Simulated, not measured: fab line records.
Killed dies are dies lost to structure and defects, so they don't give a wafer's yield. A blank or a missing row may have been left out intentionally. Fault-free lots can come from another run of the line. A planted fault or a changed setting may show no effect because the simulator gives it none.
fab line records	flow n5_finfet
[record] lots = 24	wafers = 72	last_day = 18
route steps=1938 shown BEOL_M0@718 BEOL_M1@764
lots untouched by any fault: they come from a run of this same line in which no faults occurred
start_h: the number of hours between the record's first day and the start of the first shown wafer of the lot	wait_h: hours elapsed since this lot's preceding step	" as in the row above	L1.1+2: one row covering several wafers at once	- either no value or no given start	* or withheld: withheld	< > ~ a bound
route shown NAME@n: a module of which the file shows steps, and the number in the route of the first	usual: mean and standard deviation over wafers with no fault	same: alike in all rows	chamber/n: place in a boat	sites: readings site by site	_std_site: their standard deviation	_edge_site: mean of outer sites minus mean of inner sites	radius_mm: for every site, how far away it sits from the centre of the wafer	mask NAME#n: copy n	behind: tool/chamber where the wafer was last shaped	hold: cause of the lot's hold/its duration in hours/its outcome	device: whichever transistor did not switch (one of n, p or np)	end of line: the same wafers' tests at the end of the route	a step without rows: its recipe alone	killed: the dies lost at the first sort to structure and to defects; this is not the yield of the wafer	map: per-die view of a wafer (x killed, . not killed, _ where there is no die)
set.NAME: the setting as run; set.NAME@STEP: as run at that earlier step	model.NAME: the simulator's own value behind a step, which no gauge read
steps of the route over a sample of lots; a table a step, a row a wafer
services: the hour from which a tool's chamber was out of use, counted from the record's first day as start_h (under 0 if before that day), plus the number of hours and why
[[steps]]
[step N5_BEOL_M0_STRIP_104]
[recipe] chemistry = N2/H2	power_w = 450	temp_c = 40	pressure_mtorr = 20	rf_frequency_hz = 6e+07	overash_fraction = 0.3	bias_power_w = 7	h2_frac = 0.5	n2_flow_sccm = 200	h2_flow_sccm = 200
[usual] drypump_motor_current_A = 5.6/0.46	oes_product_au = 0.84/0.082	rf_vpp_V = 59.5/1.7	showerhead_plenum_p_Torr = 2.54/0.081	throttle_valve_pct = 23.46/0.18
lot.wafer	tool	chamber	start_h	wait_h	drypump_motor_current_A	oes_product_au	rf_hours_counter_h	rf_vpp_V	showerhead_plenum_p_Torr	throttle_valve_pct
L074.1	rie_diel-02	3	114.24	0.0	6.1	0.74	173	58.4	2.50	23.48
L074.2	"	2	"	"	6.2	0.96	1	57.2	2.50	23.16
L074.5	"	2	"	"	6.2	0.97	-	59.5	2.50	23.16
L075.3	rie_diel-02	2	122.91	0.0	6.2	0.94	4	57.8	2.50	23.15
L075.4	"	2	"	"	6.2	0.92	-	61.6	2.50	23.16
L075.5	"	1	"	"	5.4	0.84	-	62.2	2.47	23.27
L076.1	rie_diel-04	1	123.88	0.0	5.2	0.96	3	59.9	2.74	23.40
L076.2	"	2	"	"	5.0	0.87	32	59.8	2.60	23.81
L076.3	"	0	"	"	5.9	0.68	235	58.6	2.48	23.56
L077.3	rie_diel-01	0	129.88	0.0	5.7	0.74	157	59.5	2.65	23.20
L077.4	"	3	"	"	4.8	0.78	76	59.0	2.57	23.46
L077.5	"	3	"	"	4.8	0.79	-	59.3	2.57	23.45
L078.1	rie_diel-01	0	140.53	0.0	5.6	0.74	161	61.7	2.64	23.21
L078.3	"	3	"	"	4.8	0.79	80	59.9	2.57	23.47
L078.4	"	3	"	"	4.8	0.79	-	58.0	2.57	23.47
L079.2	rie_diel-02	1	144.03	0.0	5.4	0.81	66	59.1	2.47	23.34
L079.3	"	2	"	"	6.2	0.91	12	59.4	2.50	23.19
L079.4	"	3	"	"	6.1	0.73	184	56.6	2.50	23.55
L080.2	rie_diel-02	3	154.01	0.0	6.1	0.72	188	59.5	2.50	23.52
L080.3	"	1	"	"	5.4	0.82	70	56.9	2.47	23.32
L080.4	"	0	"	"	6.3	0.95	9	61.1	2.47	23.54
L081.1	rie_diel-02	1	157.36	0.0	5.4	0.81	70	60.5	2.47	23.36
L081.3	"	3	"	"	6.1	0.73	188	60.5	2.50	23.53
L081.6	"	3	"	"	6.1	0.74	-	59.9	2.50	23.50
L082.1	rie_diel-04	1	168.24	0.0	5.2	0.90	17	59.3	2.73	23.41
L082.3	"	2	"	"	5.0	0.87	48	59.9	2.59	23.86
L082.4	"	3	"	"	5.6	0.69	-	61.2	2.61	23.75
L083.2	rie_diel-02	0	168.63	0.0	6.2	0.91	13	59.2	2.47	23.56
L083.3	"	3	"	"	6.1	0.73	193	62.3	2.49	23.49
L083.6	"	2	"	"	6.2	0.86	-	59.2	2.49	23.19
L085.1	rie_diel-02	1	181.90	0.0	5.4	0.81	78	59.4	2.46	23.37
L085.2	"	3	"	"	6.1	0.72	197	59.4	2.49	23.53
L085.6	"	0	"	"	6.2	0.92	-	59.2	2.47	23.55
L084.3	rie_diel-02	1	181.96	0.0	5.4	0.82	78	60.6	2.46	23.34
L084.5	"	1	"	"	5.4	0.80	-	58.5	2.46	23.37
L084.6	"	0	"	"	6.2	0.90	-	60.5	2.47	23.58
L086.3	rie_diel-04	1	191.42	0.0	5.2	0.87	25	57.8	2.73	23.42
L086.4	"	1	"	"	5.2	0.90	-	60.4	2.73	23.42
L086.5	"	2	"	"	5.0	0.84	-	57.4	2.59	23.84
L087.3	rie_diel-04	2	194.12	0.0	5.0	0.85	60	59.4	2.59	23.88
L087.4	"	1	"	"	5.2	0.89	-	60.2	2.73	23.43
L087.5	"	2	"	"	5.0	0.85	-	57.1	2.59	23.86
L088.1	rie_diel-04	3	205.66	0.0	5.6	0.99	1	58.7	2.60	23.47
L088.2	"	2	"	"	5.0	0.83	64	57.5	2.59	23.89
L088.5	"	1	"	"	5.2	0.89	-	59.7	2.73	23.42
L089.2	rie_diel-02	2	205.86	0.0	6.2	0.85	34	58.3	2.49	23.21
L089.5	"	2	"	"	6.2	0.87	-	57.4	2.49	23.21
L089.6	"	1	"	"	5.4	0.81	-	62.2	2.46	23.36
L090.4	rie_diel-04	1	212.70	0.0	5.2	0.86	33	60.6	2.72	23.41
L090.5	"	1	"	"	5.2	0.86	-	62.7	2.72	23.45
L090.6	"	2	"	"	5.0	0.82	-	56.8	2.59	23.88
L091.1	rie_diel-01	0	217.25	0.0	5.7	0.73	190	62.0	2.63	23.28
L091.3	"	2	"	"	5.6	0.90	40	59.0	2.58	23.54
L091.6	"	2	"	"	5.6	0.89	-	57.2	2.58	23.56
L092.1	rie_diel-02	1	221.06	0.0	5.4	0.78	93	59.5	2.46	23.37
L092.2	"	0	"	"	6.2	0.89	33	59.1	2.46	23.58
L092.5	"	1	"	"	5.4	0.79	-	58.6	2.46	23.37
L094.2	rie_diel-02	3	235.71	0.0	6.1	0.72	215	62.1	2.48	23.54
L094.3	"	0	"	"	6.2	0.88	36	60.2	2.46	23.59
L094.4	"	1	"	"	5.4	0.80	95	60.3	2.46	23.39
L093.1	rie_diel-01	2	237.54	0.0	5.6	0.89	48	60.7	2.58	23.60
L093.4	"	0	"	"	5.6	0.72	197	63.2	2.63	23.27
L093.5	"	2	"	"	5.6	0.88	-	56.7	2.58	23.59
L095.4	rie_diel-04	0	243.83	0.0	5.8	0.90	20	58.5	2.46	23.39
L095.5	"	3	"	"	5.6	0.94	-	60.1	2.60	23.49
L095.6	"	0	"	"	5.8	0.90	-	62.9	2.46	23.41
L096.1	rie_diel-01	0	271.14	0.0	5.6	0.70	211	63.9	2.62	23.26
L096.3	"	2	"	"	5.6	0.86	61	60.1	2.57	23.58
L096.5	"	3	"	"	4.8	0.74	-	58.1	2.55	23.55
L097.2	rie_diel-02	1	271.41	0.0	5.4	0.78	108	59.4	2.45	23.40
L097.4	"	3	"	"	6.1	0.70	228	59.9	2.48	23.56
L097.5	"	3	"	"	6.1	0.70	-	59.5	2.48	23.55
[step N5_BEOL_M0_ETCH_128]
[recipe] chemistry = CF4/N2	target_depth_a = 120	overetch_a = 51	target = SiCN	time_s = 21.4	ion_energy_ev = 150	pressure_mtorr = 40	source_w = 430	bias_w = 70	Ar_flow_sccm = 100	cf4_flow_sccm = 60	n2_flow_sccm = 60
[usual] drypump_motor_current_A = 5.6/0.45	oes_product_au = 0.57/0.061	rf_vpp_V = 382.7/1.7	showerhead_plenum_p_Torr = 2.23/0.069	throttle_valve_pct = 15.26/0.28
lot.wafer	tool	chamber	start_h	wait_h	drypump_motor_current_A	oes_product_au	rf_hours_counter_h	rf_vpp_V	showerhead_plenum_p_Torr	throttle_valve_pct
L074.1	rie_diel-02	2	114.86	0.5	6.2	0.65	1	382.4	2.18	14.91
L074.2	"	3	"	"	6.1	0.49	174	382.4	2.19	15.57
L074.5	"	2	"	"	6.2	0.67	-	380.4	2.18	14.90
L075.3	rie_diel-01	1	123.04	0.0	5.5	0.46	243	384.2	2.25	15.28
L075.4	"	3	"	"	4.8	0.56	73	381.2	2.23	14.94
L075.5	"	2	"	"	5.6	0.65	-	383.9	2.26	15.21
L076.1	rie_diel-04	1	124.00	0.0	5.2	0.67	3	384.9	2.37	15.19
L076.2	"	0	"	"	5.8	0.46	235	381.2	2.17	15.75
L076.3	"	3	"	"	5.6	0.47	227	383.9	2.28	15.72
L077.3	rie_diel-02	1	130.35	0.4	5.4	0.56	61	381.4	2.14	14.89
L077.4	"	3	"	"	6.1	0.49	179	382.9	2.19	15.57
L077.5	"	2	"	"	6.2	0.64	-	380.7	2.18	14.90
L078.1	rie_diel-04	2	140.97	0.3	4.9	0.58	38	383.4	2.24	14.99
L078.3	"	3	"	"	5.6	0.49	233	383.6	2.28	15.74
L078.4	"	1	"	"	5.2	0.67	8	385.8	2.37	15.22
L079.2	rie_diel-02	1	144.16	0.0	5.4	0.56	66	380.6	2.13	14.90
L079.3	"	0	"	"	6.2	0.65	6	380.9	2.16	15.43
L079.4	"	3	"	"	6.1	0.50	184	381.4	2.19	15.61
L080.2	rie_diel-04	1	154.24	0.1	5.2	0.62	12	386.2	2.36	15.21
L080.3	"	0	"	"	5.9	0.46	246	381.7	2.17	15.78
L080.4	"	3	"	"	5.6	0.48	238	384.9	2.28	15.75
L081.1	rie_diel-04	1	157.69	0.2	5.2	0.63	14	385.4	2.36	15.22
L081.3	"	3	"	"	5.6	0.47	240	385.1	2.28	15.74
L081.6	"	1	"	"	5.2	0.63	-	386.2	2.36	15.23
L082.1	rie_diel-02	1	168.40	0.1	5.4	0.56	74	381.3	2.13	14.92
L082.3	"	0	"	"	6.2	0.64	13	380.5	2.15	15.46
L082.4	"	3	"	"	6.1	0.50	193	382.1	2.18	15.62
L083.2	rie_diel-04	1	168.80	0.0	5.2	0.63	17	384.1	2.36	15.23
L083.3	"	2	"	"	4.9	0.57	48	383.1	2.24	15.03
L083.6	"	1	"	"	5.2	0.63	-	386.6	2.36	15.21
L085.1	rie_diel-02	3	182.03	0.0	6.1	0.48	197	380.7	2.18	15.64
L085.2	"	0	"	"	6.2	0.60	18	381.1	2.15	15.47
L085.6	"	0	"	"	6.2	0.61	-	380.1	2.15	15.48
L084.3	rie_diel-04	3	182.09	0.0	5.6	0.56	250	384.4	2.27	15.76
L084.5	"	3	"	"	5.6	0.47	-	384.8	2.28	15.77
L084.6	"	1	"	"	5.1	0.62	-	386.8	2.36	15.23
L086.3	rie_diel-02	1	191.54	0.0	5.4	0.54	81	382.1	2.13	14.93
L086.4	"	0	"	"	6.2	0.62	21	379.7	2.15	15.49
L086.5	"	0	"	"	6.2	0.62	-	379.4	2.15	15.48
L087.3	rie_diel-04	2	194.24	0.0	5.0	0.56	60	382.3	2.24	15.06
L087.4	"	0	"	"	5.8	0.65	-	381.6	2.17	15.32
L087.5	"	1	"	"	5.2	0.61	-	385.1	2.36	15.23
L088.1	rie_diel-01	2	206.23	0.5	5.6	0.60	36	384.2	2.25	15.30
L088.2	"	3	"	"	4.8	0.53	105	382.5	2.22	15.00
L088.5	"	3	"	"	4.8	0.54	-	384.0	2.22	15.01
L089.2	rie_diel-02	0	206.26	0.3	6.2	0.60	26	380.6	2.15	15.50
L089.5	"	3	"	"	6.1	0.48	-	380.8	2.18	15.65
L089.6	"	0	"	"	6.2	0.61	-	380.3	2.15	15.51
L090.4	rie_diel-04	1	212.84	0.0	5.2	0.62	33	385.2	2.36	15.26
L090.5	"	0	"	"	5.8	0.63	-	380.8	2.16	15.33
L090.6	"	1	"	"	5.2	0.61	-	385.7	2.36	15.22
L091.1	rie_diel-04	1	218.39	1.0	5.2	0.60	35	385.4	2.36	15.26
L091.3	"	0	"	"	5.9	0.61	13	380.7	2.16	15.34
L091.6	"	3	"	"	5.6	0.66	-	383.1	2.27	15.29
L092.1	rie_diel-04	3	221.56	0.4	5.6	0.64	8	384.8	2.27	15.28
L092.2	"	2	"	"	4.9	0.57	70	383.6	2.23	15.07
L092.5	"	0	"	"	5.9	0.63	-	382.0	2.16	15.33
L094.2	rie_diel-04	0	235.84	0.0	5.8	0.60	18	381.0	2.16	15.36
L094.3	"	3	"	"	5.6	0.64	11	384.3	2.27	15.30
L094.4	"	2	"	"	5.0	0.56	74	383.2	2.23	15.07
L093.1	rie_diel-01	0	237.68	0.0	5.6	0.48	197	383.3	2.29	15.47
L093.4	"	3	"	"	4.8	0.52	116	382.1	2.21	15.03
L093.5	"	3	"	"	4.8	0.53	-	382.8	2.21	15.04
L095.4	rie_diel-01	3	243.97	0.0	4.8	0.52	118	381.6	2.21	15.04
L095.5	"	3	"	"	4.8	0.52	-	382.8	2.21	15.03
L095.6	"	2	"	"	5.6	0.57	-	382.5	2.24	15.32
L096.1	rie_diel-01	0	273.05	1.8	5.7	0.48	212	383.4	2.28	15.51
L096.3	"	3	"	"	4.8	0.50	130	382.3	2.21	15.05
L096.5	"	0	"	"	5.7	0.48	-	384.3	2.28	15.52
L097.2	rie_diel-02	3	273.32	1.8	6.1	0.46	230	380.8	2.17	15.69
L097.4	"	2	"	"	6.2	0.58	53	381.2	2.16	15.00
L097.5	"	2	"	"	6.2	0.58	-	380.5	2.16	15.00
[step N5_BEOL_M0_ANNEAL_133]
[recipe] temp_c = 400	time_s = 60	ambient = vacuum
[usual] heater_power_w = 826/120	susceptor_temp_C_max = 400.8/0.36
lot.wafer	tool	chamber	start_h	wait_h	heater_power_w	susceptor_temp_C_max
L074.1	pvd_sputter-02	-	118.00	0.0	811	400.4
L074.2	"	-	"	"	814	401.7
L074.5	"	-	"	"	819	400.6
L075.3	pvd_sputter-01	-	124.61	0.0	967	400.6
L075.4	"	-	"	"	787	400.5
L075.5	"	-	"	"	805	400.9
L076.1	pvd_sputter-03	-	125.74	0.0	837	400.9
L076.2	"	-	"	"	1013	400.4
L076.3	"	-	"	"	839	400.6
L077.3	pvd_sputter-03	-	133.13	0.0	840	400.7
L077.4	"	-	"	"	621	401.1
L077.5	"	-	"	"	626	401.8
L078.1	pvd_sputter-03	-	143.85	0.0	993	400.8
L078.3	"	-	"	"	828	400.7
L078.4	"	-	"	"	605	401.0
L079.2	pvd_sputter-02	-	146.27	0.0	815	402.2
L079.3	"	-	"	"	895	401.8
L079.4	"	-	"	"	827	400.6
L080.2	pvd_sputter-01	-	157.46	0.0	737	400.8
L080.3	"	-	"	"	980	400.6
L080.4	"	-	"	"	795	401.0
L081.1	pvd_sputter-03	-	159.67	0.0	804	401.1
L081.3	"	-	"	"	1024	400.3
L081.6	"	-	"	"	1027	400.2
L082.1	pvd_sputter-03	-	170.14	0.0	1026	400.6
L082.3	"	-	"	"	627	401.2
L082.4	"	-	"	"	614	400.8
L083.2	pvd_sputter-03	-	170.92	0.0	1014	400.8
L083.3	"	-	"	"	619	400.9
L083.6	"	-	"	"	621	401.2
L085.1	pvd_sputter-03	-	183.49	0.0	628	400.6
L085.2	"	-	"	"	820	400.9
L085.6	"	-	"	"	621	400.5
L084.3	pvd_sputter-02	-	185.02	0.0	858	400.4
L084.5	"	-	"	"	862	400.5
L084.6	"	-	"	"	896	400.9
L086.3	pvd_sputter-01	-	195.92	0.0	738	400.3
L086.4	"	-	"	"	811	401.2
L086.5	"	-	"	"	742	400.6
L087.3	pvd_sputter-03	-	197.23	0.0	1013	400.9
L087.4	"	-	"	"	826	400.5
L087.5	"	-	"	"	1016	400.9
L088.1	pvd_sputter-01	-	207.64	0.0	805	400.8
L088.2	"	-	"	"	753	400.8
L088.5	"	-	"	"	786	401.0
L089.2	pvd_sputter-03	-	208.15	0.0	632	400.9
L089.5	"	-	"	"	815	400.3
L089.6	"	-	"	"	1060	401.0
L090.4	pvd_sputter-03	-	214.79	0.0	1026	400.7
L090.5	"	-	"	"	1047	401.2
L090.6	"	-	"	"	630	401.2
L091.1	pvd_sputter-01	-	220.23	0.0	730	400.6
L091.3	"	-	"	"	798	401.1
L091.6	"	-	"	"	773	400.9
L092.1	pvd_sputter-01	-	226.36	0.0	823	401.2
L092.2	"	-	"	"	770	400.6
L092.5	"	-	"	"	812	400.7
L094.2	pvd_sputter-02	-	237.73	0.0	902	400.9
L094.3	"	-	"	"	873	400.5
L094.4	"	-	"	"	807	400.6
L093.1	pvd_sputter-02	-	241.20	0.0	804	400.9
L093.4	"	-	"	"	891	401.4
L093.5	"	-	"	"	859	400.4
L095.4	pvd_sputter-02	-	246.82	0.0	808	400.7
L095.5	"	-	"	"	824	400.5
L095.6	"	-	"	"	867	400.3
L096.1	pvd_sputter-02	-	275.95	0.0	887	401.2
L096.3	"	-	"	"	809	400.7
L096.5	"	-	"	"	813	401.3
L097.2	pvd_sputter-03	-	276.08	0.0	831	400.8
L097.4	"	-	"	"	830	400.9
L097.5	"	-	"	"	606	401.2
[step N5_BEOL_M0_CO_CAP_123]
[recipe] material = Co	target_thk_a = 20	temp_c = 200	precursor = CCTBA/H2	pressure_torr = 30	time_s = 102.1
[usual] heater_power_w = 254/34
lot.wafer	tool	chamber	start_h	wait_h	heater_power_w
L074.1	cvd_co-01	2	119.10	0.0	299
L074.2	"	0	"	"	236
L074.5	"	2	"	"	302
L075.3	cvd_co-01	0	126.47	0.1	245
L075.4	"	2	"	"	311
L075.5	"	0	"	"	246
L076.1	cvd_co-01	2	126.88	0.0	308
L076.2	"	0	"	"	239
L076.3	"	0	"	"	248
L077.3	cvd_co-02	0	134.41	0.0	270
L077.4	"	2	"	"	219
L077.5	"	0	"	"	263
L078.1	cvd_co-02	1	145.03	0.0	230
L078.3	"	2	"	"	221
L078.4	"	2	"	"	215
L079.2	cvd_co-02	0	147.68	0.0	267
L079.3	"	1	"	"	234
L079.4	"	0	"	"	272
L080.2	cvd_co-01	2	158.55	0.0	308
L080.3	"	1	"	"	208
L080.4	"	0	"	"	244
L081.1	cvd_co-02	1	160.71	0.0	235
L081.3	"	2	"	"	217
L081.6	"	1	"	"	232
L082.1	cvd_co-02	1	171.17	0.0	230
L082.3	"	2	"	"	215
L082.4	"	1	"	"	228
L083.2	cvd_co-02	0	172.04	0.0	260
L083.3	"	1	"	"	240
L083.6	"	0	"	"	272
L085.1	cvd_co-02	0	184.51	0.0	266
L085.2	"	1	"	"	234
L085.6	"	2	"	"	213
L084.3	cvd_co-01	2	186.26	0.0	313
L084.5	"	2	"	"	307
L084.6	"	1	"	"	207
L086.3	cvd_co-01	0	197.99	0.1	238
L086.4	"	2	"	"	305
L086.5	"	0	"	"	243
L087.3	cvd_co-01	2	198.43	0.1	306
L087.4	"	0	"	"	245
L087.5	"	0	"	"	244
L088.1	cvd_co-02	1	208.69	0.0	230
L088.2	"	0	"	"	264
L088.5	"	1	"	"	226
L089.2	cvd_co-02	0	209.17	0.0	270
L089.5	"	1	"	"	227
L089.6	"	0	"	"	267
L090.4	cvd_co-01	0	216.02	0.1	246
L090.5	"	0	"	"	247
L090.6	"	2	"	"	307
L091.1	cvd_co-02	2	221.57	0.0	225
L091.3	"	0	"	"	270
L091.6	"	0	"	"	273
L092.1	cvd_co-02	1	227.55	0.0	228
L092.2	"	0	"	"	273
L092.5	"	2	"	"	217
L094.2	cvd_co-02	2	240.77	0.0	223
L094.3	"	1	"	"	225
L094.4	"	0	"	"	265
L093.1	cvd_co-01	0	242.25	0.0	254
L093.4	"	0	"	"	252
L093.5	"	0	"	"	239
L095.4	cvd_co-01	0	248.04	0.1	247
L095.5	"	0	"	"	245
L095.6	"	2	"	"	307
L096.1	cvd_co-01	0	277.32	0.0	236
L096.3	"	2	"	"	305
L096.5	"	2	"	"	313
L097.2	cvd_co-01	0	277.55	0.0	250
L097.4	"	1	"	"	212
L097.5	"	2	"	"	300
[step N5_BEOL_M1_CD_MEAS_11]
[recipe] target_cd_nm = 17.05	landing_energy_ev = 500	detector = se_inlens	polarity = opening
[usual] cd_nm = 17.04/0.28
lot.wafer	tool	chamber	start_h	wait_h	cd_nm
L074.1	cd_sem-02	0	122.41	-	16.97
L074.2	"	0	"	"	17.48
L074.5	"	0	"	"	17.46
L075.3	cd_sem-02	0	127.55	-	16.76
L075.4	"	0	"	"	16.91
L075.5	"	0	"	"	16.81
L076.1	cd_sem-01	0	130.19	-	17.22
L076.2	"	0	"	"	17.05
L076.3	"	0	"	"	16.99
L077.3	cd_sem-02	0	136.79	-	17.11
L077.4	"	0	"	"	17.23
L077.5	"	0	"	"	16.90
L078.1	cd_sem-01	0	146.49	-	17.24
L078.3	"	0	"	"	16.98
L078.4	"	0	"	"	17.18
L079.2	cd_sem-01	0	151.72	-	16.70
L079.3	"	0	"	"	16.81
L079.4	"	0	"	"	16.85
L080.2	cd_sem-01	0	160.30	-	16.61
L080.3	"	0	"	"	16.59
L080.4	"	0	"	"	16.74
L081.1	cd_sem-01	0	161.63	-	17.07
L081.3	"	0	"	"	16.98
L081.6	"	0	"	"	16.70
L082.1	cd_sem-02	0	172.44	-	17.09
L082.3	"	0	"	"	17.00
L082.4	"	0	"	"	17.44
L083.2	cd_sem-01	0	174.84	-	16.66
L083.3	"	0	"	"	16.60
L083.6	"	0	"	"	16.86
L085.1	cd_sem-01	0	185.85	-	17.37
L085.2	"	0	"	"	17.57
L085.6	"	0	"	"	17.11
L084.3	cd_sem-02	0	188.73	-	17.14
L084.5	"	0	"	"	16.70
L084.6	"	0	"	"	17.56
L086.3	cd_sem-02	0	199.50	-	16.99
L086.4	"	0	"	"	17.44
L086.5	"	0	"	"	17.08
L087.3	cd_sem-02	0	199.78	-	16.95
L087.4	"	0	"	"	16.85
L087.5	"	0	"	"	16.69
L088.1	cd_sem-03	0	209.62	-	17.00
L088.2	"	0	"	"	17.07
L088.5	"	0	"	"	17.00
L089.2	cd_sem-01	0	211.73	-	16.94
L089.5	"	0	"	"	17.11
L089.6	"	0	"	"	17.00
L090.4	cd_sem-03	0	217.73	-	16.91
L090.5	"	0	"	"	16.89
L090.6	"	0	"	"	17.29
L091.1	cd_sem-02	0	222.90	-	17.02
L091.3	"	0	"	"	16.94
L091.6	"	0	"	"	16.50
L092.1	cd_sem-03	0	230.11	-	17.91
L092.2	"	0	"	"	17.16
L092.5	"	0	"	"	17.47
L094.2	cd_sem-01	0	243.19	-	16.83
L094.3	"	0	"	"	16.88
L094.4	"	0	"	"	17.35
L093.1	cd_sem-02	0	244.38	-	17.31
L093.4	"	0	"	"	17.02
L093.5	"	0	"	"	17.35
L095.4	cd_sem-01	0	250.24	-	17.27
L095.5	"	0	"	"	16.42
L095.6	"	0	"	"	16.88
L096.1	cd_sem-03	0	278.98	-	16.99
L096.3	"	0	"	"	17.31
L096.5	"	0	"	"	17.20
L097.2	cd_sem-03	0	279.32	-	17.02
L097.4	"	0	"	"	16.71
L097.5	"	0	"	"	17.10
[step N5_BEOL_M1_DESCUM_16]
[recipe] chemistry = O2	time_s = 7	source_power_w = 50	bias_power_w = 20	pressure_mtorr = 20	rf_frequency_hz = 2.712e+07	temp_c = 40	resist = CAR-EUV	o2_flow_sccm = 225
[usual] drypump_motor_current_A = 5.8/0.47	oes_product_au = 0.72/0.041	rf_vpp_V = 243.5/1.4	showerhead_plenum_p_Torr = 2.12/0.07	throttle_valve_pct = 20.53/0.16
lot.wafer	tool	chamber	start_h	wait_h	drypump_motor_current_A	oes_product_au	rf_hours_counter_h	rf_vpp_V	showerhead_plenum_p_Torr	throttle_valve_pct
L074.1	rie_diel-03	2	122.53	0.0	5.6	0.81	85	241.5	2.14	20.76
L074.2	"	0	"	"	5.9	0.73	167	245.4	2.16	20.39
L074.5	"	3	"	"	5.9	0.70	-	243.3	2.16	20.77
L075.3	rie_diel-06	3	127.67	0.0	5.2	0.75	189	240.3	2.00	20.60
L075.4	"	1	"	"	5.7	0.70	-	243.7	2.18	20.31
L075.5	"	3	"	"	5.2	0.75	-	242.7	2.00	20.60
L076.1	rie_diel-03	0	130.31	0.0	5.9	0.73	169	245.9	2.16	20.40
L076.2	"	2	"	"	5.6	0.80	87	244.6	2.14	20.77
L076.3	"	3	"	"	5.9	0.69	203	243.4	2.16	20.75
L077.3	rie_diel-03	0	136.91	0.0	5.9	0.73	172	244.8	2.16	20.39
L077.4	"	2	"	"	5.6	0.79	-	243.9	2.14	20.77
L077.5	"	0	"	"	5.9	0.74	-	245.8	2.16	20.40
L078.1	rie_diel-06	2	146.64	0.1	6.7	0.80	124	240.3	2.03	20.44
L078.3	"	0	"	"	5.7	0.71	187	243.6	2.20	20.51
L078.4	"	3	"	"	5.2	0.75	193	241.2	2.00	20.59
L079.2	rie_diel-03	3	151.89	0.1	5.9	0.69	212	244.8	2.15	20.78
L079.3	"	0	"	"	5.9	0.73	178	243.9	2.16	20.41
L079.4	"	3	"	"	5.9	0.69	-	244.1	2.15	20.79
L080.2	rie_diel-03	3	160.49	0.1	5.9	0.69	216	243.2	2.15	20.78
L080.3	"	2	"	"	5.7	0.79	99	244.1	2.13	20.79
L080.4	"	2	"	"	5.7	0.79	-	244.5	2.13	20.78
L081.1	rie_diel-06	0	161.75	0.0	5.7	0.71	191	244.0	2.20	20.52
L081.3	"	3	"	"	5.2	0.74	198	241.2	2.00	20.61
L081.6	"	0	"	"	5.7	0.71	-	244.2	2.20	20.52
L082.1	rie_diel-06	1	172.58	0.1	5.7	0.70	202	242.5	2.18	20.35
L082.3	"	2	"	"	6.8	0.78	132	242.5	2.02	20.46
L082.4	"	0	"	"	5.7	0.71	195	242.1	2.20	20.53
L083.2	rie_diel-06	0	174.96	0.0	5.7	0.70	196	243.6	2.20	20.52
L083.3	"	3	"	"	5.1	0.74	203	241.3	2.00	20.61
L083.6	"	1	"	"	5.7	0.69	-	244.7	2.18	20.34
L085.1	rie_diel-06	3	186.32	0.4	5.1	0.74	205	242.8	2.00	20.61
L085.2	"	2	"	"	6.7	0.79	135	241.9	2.02	20.45
L085.6	"	0	"	"	5.7	0.70	-	245.9	2.20	20.54
L084.3	rie_diel-05	2	188.95	0.1	6.3	0.74	205	243.3	2.17	20.39
L084.5	"	3	"	"	6.1	0.66	-	242.1	2.07	20.59
L084.6	"	0	"	"	5.3	0.76	-	244.6	2.17	20.18
L086.3	rie_diel-06	1	199.75	0.2	5.7	0.69	208	244.8	2.18	20.38
L086.4	"	0	"	"	5.7	0.70	202	243.9	2.20	20.56
L086.5	"	0	"	"	5.8	0.70	-	245.1	2.20	20.54
L087.3	rie_diel-06	2	199.97	0.1	6.7	0.80	139	240.6	2.02	20.44
L087.4	"	3	"	"	5.2	0.74	209	240.5	2.00	20.62
L087.5	"	2	"	"	6.7	0.78	-	242.5	2.02	20.47
L088.1	rie_diel-06	1	209.91	0.2	5.7	0.69	211	245.8	2.17	20.35
L088.2	"	2	"	"	6.7	0.79	142	241.1	2.02	20.49
L088.5	"	1	"	"	5.7	0.69	-	242.5	2.17	20.35
L089.2	rie_diel-06	0	211.85	0.0	5.7	0.70	206	245.1	2.19	20.55
L089.5	"	1	"	"	5.7	0.69	-	244.2	2.17	20.37
L089.6	"	2	"	"	6.7	0.78	-	241.9	2.02	20.48
L090.4	rie_diel-05	0	217.85	0.0	5.3	0.75	166	245.1	2.17	20.19
L090.5	"	2	"	"	6.3	0.72	-	243.6	2.17	20.39
L090.6	"	1	"	"	5.1	0.70	-	243.8	2.17	20.61
L091.1	rie_diel-03	2	223.53	0.5	5.6	0.76	122	244.8	2.13	20.83
L091.3	"	1	"	"	6.4	0.67	245	243.9	2.14	20.51
L091.6	"	0	"	"	5.9	0.71	-	244.3	2.15	20.45
L092.1	rie_diel-03	1	230.23	0.0	6.4	0.67	246	243.6	2.14	20.53
L092.2	"	3	"	"	5.9	0.67	238	244.5	2.14	20.82
L092.5	"	2	"	"	5.6	0.76	-	243.0	2.13	20.82
L094.2	rie_diel-05	3	243.31	0.0	6.1	0.64	240	244.0	2.06	20.60
L094.3	"	2	"	"	6.4	0.72	220	243.6	2.17	20.39
L094.4	"	0	"	"	5.3	0.75	171	244.7	2.17	20.19
L093.1	rie_diel-05	3	244.51	0.0	6.1	0.64	240	243.8	2.07	20.59
L093.4	"	0	"	"	5.3	0.76	171	245.9	2.17	20.21
L093.5	"	3	"	"	6.1	0.64	-	244.4	2.07	20.60
L095.4	rie_diel-06	0	251.50	1.2	5.7	0.69	219	244.2	2.19	20.56
L095.5	"	3	"	"	5.2	0.73	-	241.9	1.99	20.65
L095.6	"	2	"	"	6.7	0.77	-	243.1	2.02	20.49
L096.1	rie_diel-03	2	279.31	0.2	5.6	0.75	129	242.5	2.12	20.83
L096.3	"	1	"	"	6.4	0.66	257	243.3	2.14	20.54
L096.5	"	0	"	"	5.9	0.70	-	244.4	2.14	20.45
L097.2	rie_diel-06	0	279.57	0.2	5.7	0.68	229	244.0	2.19	20.58
L097.4	"	3	"	"	5.2	0.72	236	242.5	1.99	20.67
L097.5	"	1	"	"	5.7	0.67	-	244.4	2.17	20.41
[[services]]
tool	chamber	start_h	hours	kind
rie_diel-02	2	93.10	-	clean
rie_diel-02	2	93.10	-	consumable_replace:focus_ring
rie_diel-02	2	93.10	19.4	scheduled_down
rie_diel-02	2	93.10	19.4	vent_cycle
rie_diel-03	0	109.28	3.0	repair
rie_diel-01	0	114.92	6.0	repair
rie_diel-06	0	119.35	10.0	repair
pvd_sputter-03	-	121.47	2.2	repair
rie_diel-05	0	124.31	6.9	repair
rie_diel-03	1	127.54	46.7	repair
rie_diel-05	3	136.41	7.8	repair
cvd_co-01	-	171.25	14.6	pm
rie_diel-04	1	173.76	7.8	repair
pvd_sputter-02	-	174.82	1.6	repair
rie_diel-06	-	182.23	2.8	pm
cvd_co-02	-	185.90	14.6	pm
cvd_co-01	1	194.93	65.5	repair
cvd_co-01	-	211.02	2.8	pm
rie_diel-02	2	220.06	5.1	repair
rie_diel-02	-	236.00	4.0	repair
rie_diel-03	-	242.73	14.6	pm
rie_diel-04	-	260.98	14.6	pm
rie_diel-04	3	277.80	22.7	repair
rie_diel-04	-	278.13	2.0	repair
[[key]]
fault none
